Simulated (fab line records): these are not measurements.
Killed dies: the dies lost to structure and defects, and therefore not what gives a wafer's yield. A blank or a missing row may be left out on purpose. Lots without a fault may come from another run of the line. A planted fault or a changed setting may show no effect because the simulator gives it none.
Matching of chambers :: flow nandHarc :: NHARC_A_M0_DEP_32 on pecvd-04: 3 sister chambers
The step deposits SiCN, target thk 30 nm. 3 wafers are shown with their chamber, then 9 later ones without.

## WAFERS, EACH WITH ITS CHAMBER
wafer: L087.3
chamber: 1
heaterPowerW (W): 459

wafer: L088.4
chamber: 0
heaterPowerW (W): 449

wafer: L088.6
chamber: 2
heaterPowerW (W): 536

## WAFERS WITHOUT THEIR CHAMBER
wafer: L089.2
heaterPowerW (W): 499

wafer: L089.3
heaterPowerW (W): 474

wafer: L089.6
heaterPowerW (W): 502

wafer: L093.2
heaterPowerW (W): 557

wafer: L093.3
heaterPowerW (W): 477

wafer: L093.6
heaterPowerW (W): 431

wafer: L095.1
heaterPowerW (W): 525

wafer: L095.3
heaterPowerW (W): 467

wafer: L095.4
heaterPowerW (W): 477

## THE CHAMBER EACH PASSED THROUGH
wafer: L089.2
from the rows above: can't be placed: 2 or 1 or 0
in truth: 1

wafer: L089.3
from the rows above: can't be placed: 1 or 0
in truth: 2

wafer: L089.6
from the rows above: can't be placed: 2 or 1 or 0
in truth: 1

wafer: L093.2
from the rows above: 2
in truth: 2

wafer: L093.3
from the rows above: can't be placed: 1 or 0 or 2
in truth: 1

wafer: L093.6
from the rows above: can't be placed: 0 or 1
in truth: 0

wafer: L095.1
from the rows above: 2
in truth: 2

wafer: L095.3
from the rows above: can't be placed: 1 or 0
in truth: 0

wafer: L095.4
from the rows above: can't be placed: 1 or 0 or 2
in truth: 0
Placed correctly: 2 of 9. Can't be placed from these rows: 7 (the true chamber is among the candidates in 6). Number placed wrongly: 0.
How it was worked out, from the rows above alone: a wafer's distance from a chamber is the root of the sum, over the readings, of the square of ((its reading less the chamber's mean) divided by the reading's scatter). The wafer belongs to the nearest chamber; if the next one is less than 2 further off, it can't be placed. The mean given for a chamber averages the wafers shown for that chamber. The scatter (one wafer shown for each chamber): square how far every hidden wafer sits from the nearest shown wafer, average those squares and take the square root.
